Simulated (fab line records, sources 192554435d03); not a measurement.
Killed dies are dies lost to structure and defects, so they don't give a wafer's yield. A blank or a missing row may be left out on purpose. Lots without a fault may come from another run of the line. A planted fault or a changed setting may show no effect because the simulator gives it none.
Split-lot experiment | flow n5_finfet | 7 lots, 39 wafers read, on a route of 1938 steps

THE SPLIT
At N5_BEOL_M9_ETCH_66 (etches SOC in N2/H2, target depth 80 nm, overetch 16 nm, time 120 s), the setting time_s was moved away from the recipe's 120 s on 15 of the 39 wafers read, by -52.0% to +52.3%. The other wafers ran this setting at the recipe's value.

The reading is taken at the split's own step.

THE READING
SiARC_of_BEOL_M9_COAT_64.thk_nm (the simulator's own value, which no gauge read), in nm, at N5_BEOL_M9_ETCH_66 (etches SOC in N2/H2, target depth 80 nm, overetch 16 nm, time 120 s). The file gives no usual value for it. The 24 wafers here that ran the recipe average 6.3 nm, standard deviation 0.12 nm.

wafer  | tool, chamber at the split | time_s as run, s | against the recipe | SiARC_of_BEOL_M9_COAT_64.thk_nm, nm | against lot-mates on the recipe
L079.1 | rie_diel-01, 0,2           | 120              | recipe             | 6.2                                 | -
L079.6 | rie_diel-01, 0,2           | 120              | recipe             | 6.2                                 | -
L079.2 | rie_diel-01, 2,1,3,1       | 120              | recipe             | 6.4                                 | -
L079.3 | rie_diel-01, 2,1,3,1       | 120              | recipe             | 6.4                                 | -
L079.4 | rie_diel-01, 2,1,3,1       | 120              | recipe             | 6.4                                 | -
L079.5 | rie_diel-01, 2,1,3,1       | 120              | recipe             | 6.4                                 | -
L078.1 | rie_diel-01, 3             | 120              | recipe             | 6.4                                 | -
L078.2 | rie_diel-01, 2,0           | 182.8            | +52.3%             | 3.2                                 | -3.1
L078.3 | rie_diel-01, 2,0           | 182.8            | +52.3%             | 3.2                                 | -3.1
L078.4 | rie_diel-01, 1,2           | 120              | recipe             | 6.2                                 | -
L078.6 | rie_diel-01, 1,2           | 120              | recipe             | 6.2                                 | -
L078.5 | rie_diel-01, 3             | 182.8            | +52.3%             | 3.4                                 | -2.9
L084.1 | rie_diel-01, 1,2           | 120              | recipe             | 6.2                                 | -
L084.3 | rie_diel-01, 1,2           | 120              | recipe             | 6.2                                 | -
L084.2 | rie_diel-01, 3,0,2         | 57.56            | -52.0%             | 9.2                                 | +2.9
L084.4 | rie_diel-01, 3,0,2         | 57.56            | -52.0%             | 9.2                                 | +2.9
L084.6 | rie_diel-01, 3,0,2         | 57.56            | -52.0%             | 9.2                                 | +2.9
L084.5 | rie_diel-01, 3             | 120              | recipe             | 6.4                                 | -
L088.1 | rie_diel-01, 0,1           | 77.36            | -35.5%             | 8.2                                 | +1.9
L088.6 | rie_diel-01, 0,1           | 77.36            | -35.5%             | 8.2                                 | +1.9
L088.2 | rie_diel-01, 3             | 77.36            | -35.5%             | 8.4                                 | +2.1
L088.3 | rie_diel-01, 2,0           | 120              | recipe             | 6.2                                 | -
L088.5 | rie_diel-01, 2,0           | 120              | recipe             | 6.2                                 | -
L088.4 | rie_diel-01, 1             | 120              | recipe             | 6.4                                 | -
L091.1 | rie_diel-03, 3             | 120              | recipe             | 6.4                                 | -
L091.2 | rie_diel-03, 1,0           | 63.43            | -47.1%             | 9.2                                 | +2.7
L091.6 | rie_diel-03, 1,0           | 63.43            | -47.1%             | 9.2                                 | +2.7
L091.3 | rie_diel-03, 0,2           | 120              | recipe             | 6.6                                 | -
L091.4 | rie_diel-03, 0,2           | 120              | recipe             | 6.6                                 | -
L091.5 | rie_diel-03, 3             | 63.43            | -47.1%             | 9                                   | +2.5
L095.1 | rie_diel-01, 3             | 181.9            | +51.6%             | 3.6                                 | -2.8
L095.2 | rie_diel-01, 0,1,2         | 120              | recipe             | 6.4                                 | -
L095.5 | rie_diel-01, 0,1,2         | 120              | recipe             | 6.4                                 | -
L095.6 | rie_diel-01, 0,1,2         | 120              | recipe             | 6.4                                 | -
L095.3 | rie_diel-01, 1,2           | 181.9            | +51.6%             | 3.4                                 | -3.0
L095.4 | rie_diel-01, 1,2           | 181.9            | +51.6%             | 3.4                                 | -3.0
L097.2 | rie_diel-01, 0,1           | 120              | recipe             | 6.2                                 | -
L097.3 | rie_diel-01, 0,1           | 120              | recipe             | 6.2                                 | -
L097.4 | rie_diel-01, 2             | 120              | recipe             | 6.4                                 | -
Where a row lists several chambers, the file gives one row for several wafers and doesn't say which wafer went through which chamber.

THE FIT
A straight line over all 39 wafers: SiARC_of_BEOL_M9_COAT_64.thk_nm changes by -0.0568 nm for each +1% of time_s; r = -1.00; the points scatter about the line by 0.13 nm.
The same after taking each lot's own level away (the mean of its wafers on the recipe; 39 wafers): -0.0565 nm for each +1%; r = -1.00; scatter 0.091 nm.
On that fit, the largest move of time_s shifts the reading by 3 nm.
The lots' own levels span 6.27 to 6.53 nm, that is 2.1 times the standard deviation above.
So the lot-to-lot level changes the slope little: the two slopes agree.
Check: with one of the wafers moved furthest among these (+52.3%) left out of the fit, the line predicts -2.95 nm for it against its lot-mates. It came out at -3.07 nm against them.

OTHER SPLITS ON THESE WAFERS
These wafers also went through other splits before the reading. Each is held against what the fit with the lots' levels taken away leaves over:
other split on the same wafers   | wafers away from the commonest value | r with SiARC_of_BEOL_M9_COAT_64.thk_nm (lot level and that fit taken away)
N5_BEOL_M1_TRENCH_ETCH_37 time_s | 12                                   | -0.33
N5_BEOL_M3_ETCH_64 time_s        | 9                                    | -0.10
N5_BEOL_M4_ILD_DEP_00 time_s     | 12                                   | +0.09
N5_BEOL_M6_ALD_77 ald_cycles     | 9                                    | +0.07

THE FILE'S OWN FIT
SiARC_of_BEOL_M9_COAT_64.thk_nm changes by -0.0565 nm for each +1% of time_s, r = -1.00.
